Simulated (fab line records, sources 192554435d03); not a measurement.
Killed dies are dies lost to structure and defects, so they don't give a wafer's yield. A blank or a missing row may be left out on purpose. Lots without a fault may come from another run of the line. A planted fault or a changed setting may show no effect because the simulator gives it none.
fab line records | flow n5_finfet
record lots=5 wafers=15 last_day=17
route steps=1938 shown PMOS_HMC_CHANNEL_EPI@78 FIN_SAQP@90 FIN_CUT@165 BEOL_M4@1111 PASSIVATION@1936
lots that met no fault: from a run of the same line without faults
start_h: hours from the record's first day to the start of the lot's first wafer shown | wait_h: hours since the lot's step before | " the same as in the row above | L1.1+2: a row that stands for several wafers | - no value, or no start given | * or withheld: withheld | < > ~ a bound
route shown NAME@n: a module of which the file shows steps, and the number in the route of the first | usual: mean/standard deviation of fault-free wafers | same: alike in all rows | chamber/n: place in a boat | sites: the reading at each site | _std_site: their standard deviation | _edge_site: outer sites' mean less inner sites' | radius_mm: how far each site lies from the wafer's centre | mask NAME#n: copy n | behind: the tool/chamber that last shaped the wafer | hold: why the lot was held/for how many hours/how that ended | device: the transistor (n, p or np) that didn't switch | end of line: the same wafers' tests at the end of the route | a step without rows: its recipe alone | killed: dies lost to structure and defects at the first sort, not the wafer's yield | map: a wafer's dies, x killed, . not, _ none there
set.NAME: the setting as run; set.NAME@STEP: as run at that earlier step | model.NAME: the simulator's own value behind a step, which no gauge read
lots at some steps of the route; a table a step, a row a wafer
## steps
# step N5_PMOS_HMC_CHANNEL_EPI_EPI_20
# recipe material=SiGe30 mask_material=SiO2 pressure_torr=20 target_thk_a=590 temp_c=600
# step N5_PMOS_HMC_CHANNEL_EPI_HM_STRIP_35
# recipe chemistry=dHF temp_c=25 material=SiO2 target=SiO2 target_depth_a=396 time_s=216
# step N5_PMOS_HMC_CHANNEL_EPI_SRD_39
# recipe dry=ipa_marangoni time_s=30 temp_c=23 rinse_liquid=diw
# step N5_PMOS_HMC_CHANNEL_EPI_CMP_21
# recipe material=SiGe30 post_cmp_clean=alkaline_brush target_thk_nm=54
# step N5_PMOS_HMC_CHANNEL_EPI_PRECLEAN_40
# recipe chemistry=DHF time_s=30 temp_c=25 dilution=withheld
# step N5_PMOS_HMC_CHANNEL_EPI_PRECLEAN_37
# recipe chemistry=O3/DIW time_s=45 temp_c=22 o3_ppm=10
# step N5_PMOS_HMC_CHANNEL_EPI_PRECLEAN_24
# recipe chemistry=DHF time_s=30 temp_c=25 dilution=withheld
# step N5_PMOS_HMC_CHANNEL_EPI_SRD_25
# recipe dry=ipa_marangoni do_ppb=5 time_s=30 temp_c=23 rinse_liquid=diw
# step N5_PMOS_HMC_CHANNEL_EPI_EPI_26
# recipe material=Si target_thk_a=38 temp_c=650 precursor=SiH4/H2 pressure_torr=20 time_s=22.7
# step N5_FIN_SAQP_PRECLEAN_42
# recipe chemistry=O3/DIW time_s=60 temp_c=22 o3_ppm=10
# same time_s=60
# columns lot.wafer tool chamber start_h wait_h
L501.1+2+4 wet_bench-05 2,0,1 58.05 0.0
L504.4+5+6 wet_bench-05 5,3,6 74.72 0.0
L505.1+3+6 wet_bench-05 4,2,1 81.72 0.0
L507.1+4+5 wet_bench-05 1,3,2 93.41 0.0
L517.2+3+6 wet_bench-04 7,5,3 152.41 0.0
# step N5_FIN_SAQP_PRECLEAN_00
# recipe chemistry=SC1 time_s=60 temp_c=55 mix=1:2:50
# step N5_FIN_SAQP_PRECLEAN_44
# recipe chemistry=SC2 time_s=45 temp_c=35 mix=1:1:50
# step N5_FIN_SAQP_SRD_01
# recipe dry=ipa_marangoni time_s=30 temp_c=23 rinse_liquid=diw
# step N5_FIN_SAQP_ALD_61
# recipe material=SiO2 target_thk_a=40 temp_c=300 ald_precursor_family=BDEAS ald_co_reactant=O2-plasma pulse_time_s=1 purge_time_s=2 co_reactant_purge_time_s=2 ald_cycles=43 pressure_torr=2
# step N5_FIN_SAQP_DENSIFY_62
# recipe temp_c=700 time_s=60 ambient=N2 idle_temp_c=600 ramp_up_c_per_s=150 ramp_down_c_per_s=60 cool_to_c=600
# step N5_FIN_SAQP_HM_DEP_03
# recipe material=SiNx target_thk_a=380 temp_c=400 precursor=SiH4/NH3/N2 pressure_torr=1.5 rf_w=300 time_s=33.6
# step N5_FIN_SAQP_PECVD_47
# recipe material=a-Si target_thk_a=450 temp_c=400 precursor=SiH4/He pressure_torr=3 rf_w=100 time_s=36.3
# step N5_FIN_SAQP_PECVD_48
# recipe material=SiNx target_thk_a=250 temp_c=400 precursor=SiH4/NH3/N2 pressure_torr=1.5 rf_w=300 time_s=22.1
# step N5_FIN_SAQP_PECVD_06
# recipe material=a-Si target_thk_a=600 temp_c=400 precursor=SiH4/He pressure_torr=3 rf_w=100 time_s=48.1
# step N5_FIN_SAQP_HM_DEP_72
# recipe material=SiO2 target_thk_a=120 temp_c=400 precursor=SiH4/N2O pressure_torr=0.75 rf_w=275 time_s=7.2
# step N5_FIN_SAQP_COAT_49
# recipe resist=SOC temp_c=250 time_s=60 spin_rpm=1500 resist_thk_nm=100
# step N5_FIN_SAQP_COAT_50
# recipe resist=SiARC temp_c=220 time_s=60 spin_rpm=1500 resist_thk_nm=35
# step N5_FIN_SAQP_COAT_10
# recipe resist=CAR-ArF spin_rpm=1500 resist_thk_nm=90
# step N5_FIN_SAQP_EBR_12
# recipe solvent=PGMEA ebr_width_mm=1.5
# step N5_FIN_SAQP_SOFTBAKE_11
# recipe temp_c=110 time_s=60 resist=CAR-ArF
# step N5_FIN_SAQP_EXPOSE_13
# recipe mask_id=FIN_CORE na=1.35 source_shape=dipole sigma_inner=0.538 sigma_outer=0.738 polarization=te target_cd_nm=35.6 dose_mj=63.25
# step N5_FIN_SAQP_PEB_14
# recipe peb_temp_c=withheld peb_time_s=60 resist=CAR-ArF
# step N5_FIN_SAQP_DEVELOP_15
# recipe develop_time_s=30 developer=TMAH resist=CAR-ArF dev_temp_c=23 rinse_liquid=diw dry=air_spin
# step N5_FIN_SAQP_INSPECT_18
# recipe mode=adi inspect_instrument=brightfield
# usual raw_defect_count=388/110
# columns lot.wafer tool chamber start_h wait_h raw_defect_count
L501.1 defect_inspect-02 - 59.78 0.0 422
L501.2 " - " " 354
L501.4 " - " " 386
L504.4 defect_inspect-01 - 76.10 0.0 1436
L504.5 " - " " 1362
L504.6 " - " " 1595
L505.1 defect_inspect-01 - 83.07 0.0 1398
L505.3 " - " " 1296
L505.6 " - " " 1406
L507.1 defect_inspect-02 - 96.13 0.0 1302
L507.4 " - " " 1337
L507.5 " - " " 1349
L517.2 defect_inspect-01 - 153.96 0.0 349
L517.3 " - " " 357
L517.6 " - " " 418
# step N5_FIN_SAQP_DESCUM_21
# recipe chemistry=O2 time_s=7.9 source_power_w=50 bias_power_w=20 pressure_mtorr=20 rf_frequency_hz=2.712e+07 temp_c=40 resist=CAR-ArF o2_flow_sccm=225
# step N5_FIN_SAQP_ETCH_51
# recipe chemistry=CF4 target=SiARC target_depth_a=455 mask_material=CAR-ArF time_s=75.8 ion_energy_ev=80 pressure_mtorr=40 source_w=545 bias_w=36 Ar_flow_sccm=100 cf4_flow_sccm=100 ends=cleared
# step N5_FIN_SAQP_ETCH_52
# recipe chemistry=N2/H2 target=SOC target_depth_a=1000 overetch_a=200 mask_material=SiARC temp_c=40 time_s=150 ion_energy_ev=200 pressure_mtorr=30 source_w=840 bias_w=150 n2_flow_sccm=200 h2_flow_sccm=200 ends=end_point
# step N5_FIN_SAQP_STRIP_53
# recipe chemistry=N2/H2 temp_c=40 n2_flow_sccm=200 h2_flow_sccm=200 rf_frequency_hz=6e+07
# step N5_FIN_SAQP_HM_OPEN_73
# recipe chemistry=CHF3/O2 target=SiO2 stop_on=a-Si target_depth_a=120 over_etch_frac=1.8 mask_material=SOC time_s=16.8 pressure_mtorr=30 source_w=650 bias_w=170 Ar_flow_sccm=200 CHF3_flow_sccm=50 O2_flow_sccm=5 ion_energy_ev=200 ends=end_point
# step N5_FIN_SAQP_STRIP_74
# recipe chemistry=CHF3/O2 resist=SiARC rf_frequency_hz=6e+07
# step N5_FIN_SAQP_INSPECT_40
# recipe inspect_instrument=brightfield mode=aei
# usual raw_defect_count=221/57
# columns lot.wafer tool chamber start_h wait_h raw_defect_count
L501.1 defect_inspect-02 - 64.58 0.0 206
L501.2 " - " " 205
L501.4 " - " " 138
L504.4 defect_inspect-02 - 81.08 0.0 1217
L504.5 " - " " 1260
L504.6 " - " " 1211
L505.1 defect_inspect-01 - 88.81 0.0 1176
L505.3 " - " " 1192
L505.6 " - " " 1221
L507.1 defect_inspect-01 - 101.38 0.0 1221
L507.4 " - " " 1195
L507.5 " - " " 1234
L517.2 defect_inspect-01 - 161.51 0.0 237
L517.3 " - " " 247
L517.6 " - " " 290
# step N5_FIN_CUT_INSPECT_10
# recipe mode=adi inspect_instrument=brightfield
# usual raw_defect_count=39/10
# columns lot.wafer tool chamber start_h wait_h raw_defect_count
L501.1 defect_inspect-02 - 64.98 0.1 33
L501.2 " - " " 33
L501.4 " - " " 19
L504.4 defect_inspect-02 - 81.47 0.0 1056
L504.5 " - " " 1077
L504.6 " - " " 1070
L505.1 defect_inspect-02 - 89.20 0.1 1018
L505.3 " - " " 1076
L505.6 " - " " 1005
L507.1 defect_inspect-01 - 101.79 0.1 1043
L507.4 " - " " 1035
L507.5 " - " " 1019
L517.2 defect_inspect-01 - 162.02 0.0 36
L517.3 " - " " 39
L517.6 " - " " 34
# step N5_BEOL_M4_RC_MEAS_101
# usual DIBL_N=35.7/1.3 DIBL_P=35.4/1.8 IOFF_N=0.152/0.027 IOFF_P=0.20/0.034 ION_N=672/9.8 ION_P=461/7.5 SS_N=71.4/0.55 SS_P=73.1/0.61 VT_N=251/3.3 VT_P=-251/3.6
# columns lot.wafer tool chamber start_h wait_h DIBL_N[mV/V] DIBL_P[mV/V] IOFF_N[nA/um] IOFF_P[nA/um] ION_N[uA/um] ION_P[uA/um] SS_N[mV/dec] SS_P[mV/dec] VT_N[mV] VT_P[mV]
L501.1 prober-02 0 200.27 0.0 35.6 37.1 0.164 0.24 684 474 70.8 73.0 247 -245
L501.2 " 0 " " 34.1 34.2 0.130 0.18 675 462 70.5 72.3 253 -247
L501.4 " 0 " " 34.6 35.8 0.146 0.21 675 464 71.0 72.0 249 -247
L504.4 prober-02 0 219.71 0.8 34.9 33.3 0.118 0.18 669 458 70.9 72.5 255 -251
L504.5 " 0 " " 36.4 35.8 0.147 0.21 677 464 71.2 73.4 253 -249
L504.6 " 0 " " 36.7 35.9 0.145 0.21 673 462 71.8 72.8 249 -249
L505.1 prober-02 0 227.18 0.0 34.9 35.1 0.131 0.21 669 466 71.2 72.8 254 -249
L505.3 " 0 " " 35.9 35.8 0.152 0.23 679 469 71.6 73.3 249 -249
L505.6 " 0 " " 35.6 36.1 0.142 0.23 666 471 71.6 73.7 252 -247
L507.1 prober-02 0 240.00 0.0 34.9 34.6 0.135 0.17 656 443 72.0 73.0 252 -259
L507.4 " 0 " " 37.4 36.0 0.168 0.18 670 447 72.4 73.3 252 -255
L507.5 " 0 " " 36.3 35.1 0.160 0.17 663 451 71.4 73.7 251 -255
L517.2 prober-01 0 308.32 0.2 36.9 37.5 0.164 0.22 682 465 71.1 73.7 249 -254
L517.3 " 0 " " 35.3 35.2 0.132 0.17 670 456 70.9 73.0 252 -253
L517.6 " 0 " " 36.3 36.8 0.148 0.20 674 459 71.1 73.7 252 -251
# step N5_PASSIVATION_PROBE_49
# usual defect_limited_yield=91.5/1.3 killed_at_M0_to_M3=33/11 killed_at_M4_up=14/5.3 killed_at_contacts=11/6.3 killed_at_front_end=38/10 killed_at_other=3.7/2.8 killed_dies=101/16 killed_on_rim=13/3.4 killed_open=67/12 killed_short=32/7.4 sort_bin_5_function=5.0/0.86 sort_bin_6_memory=3.2/0.69 sort_n_pass=1079/16 sort_yield_pct=91.5/1.3
# same gross_dies=1180 killed_at_back_side=0 sort_bin_4_leakage[%]=0 sort_bin_8_speed[%]=0
# columns lot.wafer tool chamber start_h wait_h defect_limited_yield[%] killed_at_M0_to_M3 killed_at_M4_up killed_at_contacts killed_at_front_end killed_at_other killed_dies killed_on_rim killed_open killed_short sort_bin_5_function[%] sort_bin_6_memory[%] sort_n_pass sort_yield_pct[%]
L504.4 prober-02 - 312.28 0.2 82.2 44 10 14 134 8 210 36 82 35 10.0 4.4 970 82.2
L504.5 prober-02 - 312.33 0.2 86.5 38 12 7 96 6 159 29 65 31 7.7 3.1 1021 86.5
L504.6 prober-02 - 312.38 0.3 81.3 37 10 15 150 9 221 34 73 36 10.0 5.2 959 81.3
L505.1 prober-02 - 333.10 0.0 85.5 32 13 14 112 0 171 27 69 26 8.6 3.5 1009 85.5
L505.3 prober-02 - 333.20 0.1 81.3 31 14 6 169 1 221 33 56 30 10.3 4.7 959 81.3
L505.6 prober-02 - 333.35 0.3 80.8 27 4 2 191 2 226 14 50 31 11.9 3.8 954 80.8
L507.1 prober-01 - 347.49 0.0 81.0 31 13 11 164 5 224 10 59 24 11.9 3.6 956 81.0
L507.4 prober-01 - 347.64 0.2 85.3 42 15 19 91 7 174 31 74 37 8.6 3.9 1006 85.3
L507.5 prober-01 - 347.69 0.2 81.5 23 16 1 174 4 218 27 62 19 12.2 3.6 962 81.5
# killed by level:class
L504.4 FIN_SAQP:unspecified=91 STI_FIN_REVEAL:geometric_particle:open=17 BEOL_M0_SAQP:geometric_particle:open=13 MOL_CONTACT_COAG:geometric_particle:open=11 BEOL_M0_SAQP:geometric_particle:short=11 BEOL_M3:geometric_particle:open=11 FIN_SAQP:geometric_particle:open=7 MIM_TOP_ETCH:geometric_particle:open=6
L504.5 FIN_SAQP:unspecified=60 BEOL_M3:geometric_particle:open=12 BEOL_M2:geometric_particle:open=8 FIN_SAQP:geometric_particle:open=7 BEOL_M1:geometric_particle:open=7 DUMMY_GATE:geometric_particle:open=6 STI_FIN_REVEAL:geometric_particle:open=6 BEOL_M0_SAQP:geometric_particle:short=6
L504.6 FIN_SAQP:unspecified=110 BEOL_M3:geometric_particle:open=13 MOL_CONTACT_COAG:geometric_particle:open=12 FIN_SAQP:geometric_particle:open=11 FIN_SAQP:geometric_particle:short=7 BEOL_M4:geometric_particle:open=7 BEOL_M1:geometric_particle:open=6 BEOL_M2:geometric_particle:open=5
L505.1 FIN_SAQP:unspecified=74 MOL_CONTACT_COAG:geometric_particle:open=13 BEOL_M2:geometric_particle:open=9 BEOL_M4:geometric_particle:open=9 BEOL_M0_SAQP:geometric_particle:short=8 FIN_SAQP:geometric_particle:open=7 STI_FIN_REVEAL:geometric_particle:open=7 BEOL_M0_SAQP:geometric_particle:open=7
L505.3 FIN_SAQP:unspecified=135 FIN_SAQP:geometric_particle:short=11 STI_FIN_REVEAL:geometric_particle:open=11 BEOL_M2:geometric_particle:open=10 BEOL_M3:geometric_particle:open=9 BEOL_M0_SAQP:geometric_particle:short=7 MOL_CONTACT_COAG:geometric_particle:open=5 BEOL_M0_SAQP:geometric_particle:open=3
L505.6 FIN_SAQP:unspecified=144 FIN_SAQP:geometric_particle:short=17 BEOL_M2:geometric_particle:open=15 STI_FIN_REVEAL:geometric_particle:open=7 FIN_SAQP:geometric_particle:open=5 BEOL_M3:geometric_particle:open=4 DUMMY_GATE:geometric_particle:open=3 ILD0:geometric_particle:open=3
L507.1 FIN_SAQP:unspecified=138 MOL_CONTACT_COAG:geometric_particle:open=9 STI_FIN_REVEAL:geometric_particle:open=8 BEOL_M2:geometric_particle:open=7 BEOL_M0_SAQP:geometric_particle:short=6 BEOL_M4:geometric_particle:open=6 BEOL_M0_SAQP:geometric_particle:open=5 FIN_SAQP:geometric_particle:short=4
L507.4 FIN_SAQP:unspecified=57 MOL_CONTACT_COAG:geometric_particle:open=13 BEOL_M1:geometric_particle:open=9 STI_FIN_REVEAL:geometric_particle:open=8 BEOL_M4:geometric_particle:open=8 MOL_CONTACT_COAG:geometric_particle:short=6 BEOL_M2:geometric_particle:open=6 BEOL_M3:geometric_particle:open=6
L507.5 FIN_SAQP:unspecified=135 STI_FIN_REVEAL:geometric_particle:open=15 BEOL_M1:geometric_particle:open=8 BEOL_M4:geometric_particle:open=8 FIN_SAQP:geometric_particle:short=6 DUMMY_GATE:geometric_particle:open=6 BEOL_M3:geometric_particle:open=5 FIN_SAQP:geometric_particle:open=3
# map L504.6 (x killed, . not)
_________________x.......x...________________
______________.x................_____________
___________..x..xx.......x.x.......__________
__________xxxx...x....x...x..x......_________
________xxxxxxxx.................x...._______
_______xxxxxxx.x.x.......x...x.........______
______xxxxxxxxxxxx.....x..x..x........x._____
_____xxxxxxxxxx........x..xx.....x.....x.____
____xxxxxxxxxxxxx.........x..xx...........___
___xxxxxxxxxxxx......x.....................__
___xxxxxxxxxxxxxx.x.x..x..x..........x..x..__
__.xxxxxxxxxx....................xxx....xx.._
__xxxxxxxxxx.xx.....................x....x.._
_.x...xxxxxx.x....x.................x........
_...x.xx..xx.........x..x....................
_......x.....................................
_x..x.....................xx.....x..........x
_.......................x....................
_............x.........x.x...x.......x.......
_x.......................................x...
_....x..x..............x......x.x............
__.....x................x......x............_
__...............x....x.x...........x.....x._
___......x.....x.........................x.__
___.........x...................x.........x__
____.....................xx.xx............___
_____.........x.........x................____
______.................................._____
_______......................x...x..x..______
________x.....x.x....xx.........x....._______
__________x....x....x..............._________
___________.........xx...x...xx.x..__________
______________.................._____________
_________________.......x....________________
# map L505.6 (x killed, . not)
_________________......x...x.________________
______________........x........._____________
___________.............x..........__________
__________.........x............x..x_________
________............x.x.........x....x_______
_______..........x....x...x......x.....______
______....................x............._____
_____..x....x..................x........x____
____......................................___
___.................................x......__
___..................................x.....__
__.........................................._
__..................................x......._
_..x......x................xxxx..x..........x
_x..x...x...............x..x...xxxx.xx.x.....
_...........x....x..x.x.....xxxxx.xxxx..x....
_..........................xx.xxxxxxxxxx.x...
_........................xxxxxxxxxxxxxxxx....
_....x...................x.xxxxxxxxxxxx.x....
_................xxx.....xxxxxxxxxxxxxxxxx...
_......x.................xxxxxxxxxxxxxxx.....
__........x.......x......xxxxxxxxxxxxxx.xx.._
__.........................xxxxxxxxxxxxxx..x_
___....x.....x........x.....x.xxxxxxxxx....__
___..........x.........x.......xxxxx.xx....__
____........xx............x.....xxxxx.x...___
_____..x...x....................x.x..x...____
______..x..........................x...._____
_______...............x....xx..........______
________..xxx....x.........x...x....x._______
__________.....x......x............._________
___________...x..........x......x..__________
______________......x..........._____________
_________________.....xx.....________________
## key
first_sign step=N5_FIN_SAQP_INSPECT_18 reading=raw_defect_count direction=up sigmas=9 usual=388 struck=1387
effect step=N5_FIN_SAQP_INSPECT_40 reading=raw_defect_count direction=up sigmas=17 usual=221 struck=1214
effect step=N5_FIN_CUT_INSPECT_10 reading=raw_defect_count direction=up sigmas=98 usual=39 struck=1044
effect step=N5_PASSIVATION_PROBE_49 reading=killed_at_front_end direction=up sigmas=10 usual=38 struck=142
more_kills_born_at N5_FIN_SAQP_PRECLEAN_42@wet_bench-05=944
met_at N5_FIN_SAQP_PRECLEAN_42
struck_wafers L504.4,L504.5,L504.6,L505.1,L505.3,L505.6,L507.1,L507.4,L507.5
onset_between 58.05 74.72
fault kind=chamber_particle_source tool=wet_bench-05 chamber=- onset_h=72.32 steps=N5_FIN_SAQP_PRECLEAN_42 rate_per_visit_cm2=1.5866 end_h=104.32
